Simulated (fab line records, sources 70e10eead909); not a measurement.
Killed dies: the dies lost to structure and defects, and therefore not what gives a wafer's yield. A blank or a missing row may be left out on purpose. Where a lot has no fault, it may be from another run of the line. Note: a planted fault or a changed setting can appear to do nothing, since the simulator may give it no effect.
Which of the tools did it? / flow nand_harc / 11 lots, 33 wafers sampled, at 4 steps of a route of 1159

WHAT THE GAUGES READ, wafer by wafer
NHARC_P_GATE_CD_MEAS_11: target cd 1640 nm.
lot=L717; measured=day 3 23:30; on=cd_sem-01; cd_nm (nm)=1640.6 1641.4 1640.1
lot=L721; measured=day 5 04:25; on=cd_sem-03; cd_nm (nm)=1640.5 1642.7 1642.0
lot=L718; measured=day 5 04:23; on=cd_sem-03; cd_nm (nm)=- - -
lot=L730; measured=day 7 07:17; on=cd_sem-03; cd_nm (nm)=1640.9 1640.9 1641.3
lot=L729; measured=day 7 07:36; on=cd_sem-01; cd_nm (nm)=1639.9 1637.1 1640.8
lot=L732; measured=day 7 15:40; on=cd_sem-02; cd_nm (nm)=1637.4 1641.2 1639.4
lot=L733; measured=day 8 03:08; on=cd_sem-02; cd_nm (nm)=1643.3 1641.5 1642.3
lot=L735; measured=day 8 16:29; on=cd_sem-02; cd_nm (nm)=1639.0 1641.3 1641.1
lot=L736; measured=day 8 16:39; on=cd_sem-01; cd_nm (nm)=1639.0 1639.3 1636.2
lot=L738; measured=day 9 06:55; on=cd_sem-03; cd_nm (nm)=1639.8 1640.7 1638.4
lot=L740; measured=day 9 20:28; on=cd_sem-03; cd_nm (nm)=1641.9 1641.5 1642.1

EACH LOT AND THE TOOL THAT RAN IT (in order: tool; ch and the chambers of the sampled wafers; start)
lot=L717; NHARC_P_STI_ETCH_42=rie_diel-03 ch 0,2,3, day 2 11:27; NHARC_P_STI_ETCH_31=rie_diel-03 ch 0,1,2, day 3 23:21 or earlier; NHARC_P_GATE_EXPOSE_08=krf_scanner-04 ch 0, day 3 23:21
lot=L721; NHARC_P_STI_ETCH_42=rie_diel-04 ch 0,1, day 3 09:31; NHARC_P_STI_ETCH_31=rie_diel-04 ch 0,2, day 5 04:16 or earlier; NHARC_P_GATE_EXPOSE_08=krf_scanner-04 ch 0, day 5 04:16
lot=L718; NHARC_P_STI_ETCH_42=rie_diel-03 ch 0,1,3, day 3 09:41; NHARC_P_STI_ETCH_31=rie_diel-03 ch 0,2,3, day 5 04:14 or earlier; NHARC_P_GATE_EXPOSE_08=krf_scanner-04 ch 0, day 5 04:14
lot=L730; NHARC_P_STI_ETCH_42=rie_diel-03 ch 0,1, day 5 16:56; NHARC_P_STI_ETCH_31=rie_diel-03 ch 2,3, day 7 07:08 or earlier; NHARC_P_GATE_EXPOSE_08=krf_scanner-01 ch 0, day 7 07:08
lot=L729; NHARC_P_STI_ETCH_42=rie_diel-10 ch 1,2, day 5 17:09; NHARC_P_STI_ETCH_31=rie_diel-10 ch 0,2,3, day 7 07:26 or earlier; NHARC_P_GATE_EXPOSE_08=krf_scanner-04 ch 0, day 7 07:26
lot=L732; NHARC_P_STI_ETCH_42=rie_diel-10 ch 0,3, day 6 06:50; NHARC_P_STI_ETCH_31=rie_diel-10 ch 1,2,3, day 7 15:30 or earlier; NHARC_P_GATE_EXPOSE_08=krf_scanner-01 ch 0, day 7 15:30
lot=L733; NHARC_P_STI_ETCH_42=rie_diel-10 ch 0,1,2, day 6 13:17; NHARC_P_STI_ETCH_31=rie_diel-10 ch 0,2,3, day 8 02:59 or earlier; NHARC_P_GATE_EXPOSE_08=krf_scanner-04 ch 0, day 8 02:59
lot=L735; NHARC_P_STI_ETCH_42=rie_diel-10 ch 1,2,3, day 7 02:01; NHARC_P_STI_ETCH_31=rie_diel-10 ch 0,1,2, day 8 16:20 or earlier; NHARC_P_GATE_EXPOSE_08=krf_scanner-03 ch 0, day 8 16:20
lot=L736; NHARC_P_STI_ETCH_42=rie_diel-04 ch 1,2, day 7 02:04; NHARC_P_STI_ETCH_31=rie_diel-04 ch 2,3, day 8 16:30 or earlier; NHARC_P_GATE_EXPOSE_08=krf_scanner-04 ch 0, day 8 16:30
lot=L738; NHARC_P_STI_ETCH_42=rie_diel-04 ch 0,1,2, day 7 18:22; NHARC_P_STI_ETCH_31=rie_diel-04 ch 0,1,2, day 9 06:46 or earlier; NHARC_P_GATE_EXPOSE_08=krf_scanner-03 ch 0, day 9 06:46
lot=L740; NHARC_P_STI_ETCH_42=rie_diel-10 ch 1,2,3, day 8 06:10; NHARC_P_STI_ETCH_31=rie_diel-10 ch 0,1,2, day 9 20:18 or earlier; NHARC_P_GATE_EXPOSE_08=krf_scanner-01 ch 0, day 9 20:18
- NHARC_P_STI_ETCH_42: etches the open film in N2/H2, target depth 80 nm, overetch 24 nm, time 61 s.
- NHARC_P_STI_ETCH_31: etches the open film in CF4/CHF3, target depth 108.9 nm, time 54.5 s.
- NHARC_P_GATE_EXPOSE_08: exposes mask P HV.

THE ANSWER, worked out from the rows above alone
Rule: usual is defined by the lots themselves. The widest of any qualifying gaps counts: lots, ordered by their means at a reading, are off when they make up no more than a third of the lots, leave a main group of 4 or more, and stand apart from it by 3 or more times the standard deviation of that group's means. Not used: any main group whose means are identical at the precision the tables above print for the reading. A lot without any number at a reading at which 4 lots or more have one is off too. All remaining lots with rows at the step are treated as sound.
Off: L718, at NHARC_P_GATE_CD_MEAS_11 (cd_nm). Without a number there: L718. The main group has a mean of 1640.5 nm with a standard deviation of 1.3.
If a tool, at a process step before that reading, ran all the lots that are off and no sound lot after the first of them, it fits. Those tools and the gauges at NHARC_P_GATE_CD_MEAS_11 are tried in the same way. NHARC_P_STI_ETCH_31 gives no start for some lots, so the hours and the order of its lots are those of NHARC_P_GATE_EXPOSE_08. None of those tried fits.

WHAT THE SIMULATOR HAD INSERTED
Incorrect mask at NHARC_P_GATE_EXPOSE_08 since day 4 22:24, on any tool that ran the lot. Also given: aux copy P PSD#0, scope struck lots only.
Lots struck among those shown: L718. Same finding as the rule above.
